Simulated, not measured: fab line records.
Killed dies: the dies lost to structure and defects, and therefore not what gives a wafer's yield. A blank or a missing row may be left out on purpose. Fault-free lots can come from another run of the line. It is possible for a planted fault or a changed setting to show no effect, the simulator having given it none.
Chamber matching	flow nand harc	NHARC_A_STAIRCASE_ALD_420 on ald hk-04 has 4 sister chambers
The step deposits SiO2, target thk 20 nm, pulse time 6 s, ald cycles 200. 4 wafers are shown with their chamber, then 11 later ones without.

== WAFERS WITH THEIR CHAMBER ==
wafer	chamber	heater power w (W)
L082.1	0	471
L084.1	1	439
L084.4	3	434
L084.2	2	488

== WAFERS WHOSE CHAMBER IS MISSING ==
wafer	heater power w (W)
L084.3	467
L084.6	440
L089.1	453
L089.5	465
L089.6	441
L090.1	433
L090.2	441
L090.5	465
L096.2	425
L096.4	470
L096.6	456

== WHICH CHAMBER EACH WENT THROUGH ==
wafer	from the rows above	in truth
L084.3	0	0
L084.6	can't be placed: 1 or 3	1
L089.1	can't be placed: 1 or 0 or 3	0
L089.5	0	0
L089.6	can't be placed: 1 or 3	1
L090.1	can't be placed: 3 or 1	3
L090.2	can't be placed: 1 or 3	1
L090.5	0	0
L096.2	can't be placed: 3 or 1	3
L096.4	0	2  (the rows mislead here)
L096.6	can't be placed: 0 or 1 or 3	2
Correctly placed: 3 of 11. Cannot be placed on the basis of these rows: 7; the candidates contain the true chamber in 6. Placed wrongly: 1.
How it was worked out, from the rows above alone: a wafer's distance from a chamber is the root of the sum, over the readings, of the square of ((its reading less the chamber's mean) divided by the reading's scatter). If the next closest chamber is less than 2 further off than the closest, the wafer can't be placed; otherwise it belongs to the closest. For every chamber, the mean is computed from those of its wafers that are shown. The scatter (one wafer shown for each chamber): square how far every hidden wafer sits from the nearest shown wafer, average those squares and take the square root.
